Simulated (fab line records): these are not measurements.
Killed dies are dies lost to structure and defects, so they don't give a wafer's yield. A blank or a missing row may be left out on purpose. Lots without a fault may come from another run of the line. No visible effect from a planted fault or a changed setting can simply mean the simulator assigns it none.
Chamber matching + flow n5 finfet + rie diel-06 running N5_BEOL_M1_VIA_ETCH_34: 4 sister chambers
The step etches the open film in C4F6/O2, target depth 67.8 nm, time 64.4 s. 16 wafers are shown with their chamber, then 8 later ones without.

## WAFERS WITH THEIR CHAMBER
| wafer  | chamber | showerhead plenum p Torr (Torr) | throttle valve pct (%) | drypump motor current A (A) |
|--------|---------|---------------------------------|------------------------|-----------------------------|
| L074.2 | 0       | 2.92                            | 30.53                  | 5.7                         |
| L074.3 | 2       | 2.94                            | 30.78                  | 5.9                         |
| L074.6 | 1       | 2.73                            | 30.86                  | 5.8                         |
| L077.1 | 2       | 2.94                            | 30.79                  | 5.9                         |
| L077.2 | 1       | 2.73                            | 30.84                  | 5.8                         |
| L077.3 | 0       | 2.92                            | 30.55                  | 5.7                         |
| L077.4 | 3       | 2.96                            | 30.40                  | 5.2                         |
| L077.5 | 2       | 2.94                            | 30.78                  | 5.9                         |
| L077.6 | 3       | 2.96                            | 30.40                  | 5.2                         |
| L078.1 | 1       | 2.73                            | 30.85                  | 5.8                         |
| L078.2 | 3       | 2.96                            | 30.40                  | 5.2                         |
| L078.5 | 1       | 2.73                            | 30.84                  | 5.8                         |
| L079.2 | 3       | 2.96                            | 30.40                  | 5.2                         |
| L079.4 | 1       | 2.73                            | 30.86                  | 5.8                         |
| L079.5 | 3       | 2.96                            | 30.40                  | 5.2                         |
| L086.1 | 2       | 2.93                            | 30.80                  | 6.0                         |

SIGNATURES (means of the wafers above)
| reading                  | chamber 0 | chamber 1 | chamber 2 | chamber 3 | scatter within a chamber |
|--------------------------|-----------|-----------|-----------|-----------|--------------------------|
| showerhead plenum p Torr | 2.9200    | 2.7300    | 2.9375    | 2.9600    | 0.0025                   |
| throttle valve pct       | 30.5400   | 30.8500   | 30.7875   | 30.4000   | 0.00854                  |
| drypump motor current A  | 5.700     | 5.800     | 5.925     | 5.200     | 0.025                    |
Rule: a wafer lies at a distance from a chamber equal to the root of the sum of squares, over the readings, of (its reading less the chamber's mean, divided by the reading's scatter). If the next closest chamber is less than 2 further off than the closest, the wafer can't be placed; otherwise it belongs to the closest. The scatter: the root of (the sum of the squares of (reading less its chamber's mean) over the shown wafers, divided by (wafers less chambers)).

## WAFERS MISSING THEIR CHAMBER
| wafer  | showerhead plenum p Torr (Torr) | throttle valve pct (%) | drypump motor current A (A) |
|--------|---------------------------------|------------------------|-----------------------------|
| L086.3 | 2.73                            | 30.85                  | 5.8                         |
| L086.5 | 2.91                            | 30.56                  | 5.7                         |
| L085.3 | 2.73                            | 30.86                  | 5.8                         |
| L085.4 | 2.95                            | 30.43                  | 5.2                         |
| L085.6 | 2.93                            | 30.81                  | 5.9                         |
| L088.1 | 2.95                            | 30.42                  | 5.2                         |
| L088.2 | 2.72                            | 30.86                  | 5.8                         |
| L088.4 | 2.93                            | 30.79                  | 6.0                         |

## WHICH CHAMBER EACH ONE RAN IN
| wafer  | from the rows above | in truth |
|--------|---------------------|----------|
| L086.3 | 1                   | 1        |
| L086.5 | 0                   | 0        |
| L085.3 | 1                   | 1        |
| L085.4 | 3                   | 3        |
| L085.6 | 2                   | 2        |
| L088.1 | 3                   | 3        |
| L088.2 | 1                   | 1        |
| L088.4 | 2                   | 2        |
Placed correctly: 8 of 8. Not placeable from these rows: 0. Placed wrongly: 0.
